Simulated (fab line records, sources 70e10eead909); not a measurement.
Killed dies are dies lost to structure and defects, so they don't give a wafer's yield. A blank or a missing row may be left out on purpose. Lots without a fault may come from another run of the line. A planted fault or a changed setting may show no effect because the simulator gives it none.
Which tool did it? | flow nand_harc | 6 lots, 18 wafers sampled, at 3 steps of a route of 1302

WHAT THE GAUGES READ, wafer by wafer
NHARC_HYBRID_BOND_OVL_MEAS_05.
lot  | measured     | on         | overlay_x_nm (nm)
L178 | day 25 09:37 | overlay-02 | 38 -13 19
L187 | day 28 20:03 | overlay-01 | -15 -38 19
L189 | day 30 08:33 | overlay-01 | 44 -25 -11
L190 | day 30 13:01 | overlay-01 | -17 26 3
L194 | day 31 22:55 | overlay-01 | -15 -29 30
L197 | day 33 10:37 | overlay-01 | 22 -22 -49

WHICH TOOL RAN EACH LOT (tool, then ch and the chambers of the sampled wafers, then the start)
lot  | NHARC_A_M1_DEGAS_29          | NHARC_A_M1_PRE_CLEAN_32
L178 | pvd_sputter-01, day 24 04:26 | pecvd-01 ch 0,1,2, day 24 06:25
L187 | pvd_sputter-03, day 27 23:41 | pecvd-01 ch 0,2, day 28 01:18
L189 | pvd_sputter-01, day 29 18:44 | pecvd-01 ch 0,1,2, day 29 20:48
L190 | pvd_sputter-03, day 29 22:45 | pecvd-02 ch 1,2, day 30 00:41
L194 | pvd_sputter-01, day 31 07:12 | pecvd-01 ch 0,1,2, day 31 08:51
L197 | pvd_sputter-02, day 32 20:07 | pecvd-01 ch 0,2, day 32 21:43
- NHARC_A_M1_DEGAS_29: time 60 s.
- NHARC_A_M1_PRE_CLEAN_32: time 12 s.

THE ANSWER, worked out from the rows above alone
Rule: what is usual is taken from the lots themselves. Put in order of their means at a reading, lots are off if they are a third of the lots or fewer, leave a main group of 4 or more, and stand apart from it by a gap of 3 or more times the standard deviation of the main group's means; of several such gaps the widest counts. A main group whose means are all the same, to the digits that the tables above print for the reading, isn't used. A lot without any number at a reading at which 4 lots or more have one is off too. The other lots that the step has rows for count as sound.
No lot is off at any reading shown: from this, nothing can be told.

WHAT THE SIMULATOR HAD PUT IN
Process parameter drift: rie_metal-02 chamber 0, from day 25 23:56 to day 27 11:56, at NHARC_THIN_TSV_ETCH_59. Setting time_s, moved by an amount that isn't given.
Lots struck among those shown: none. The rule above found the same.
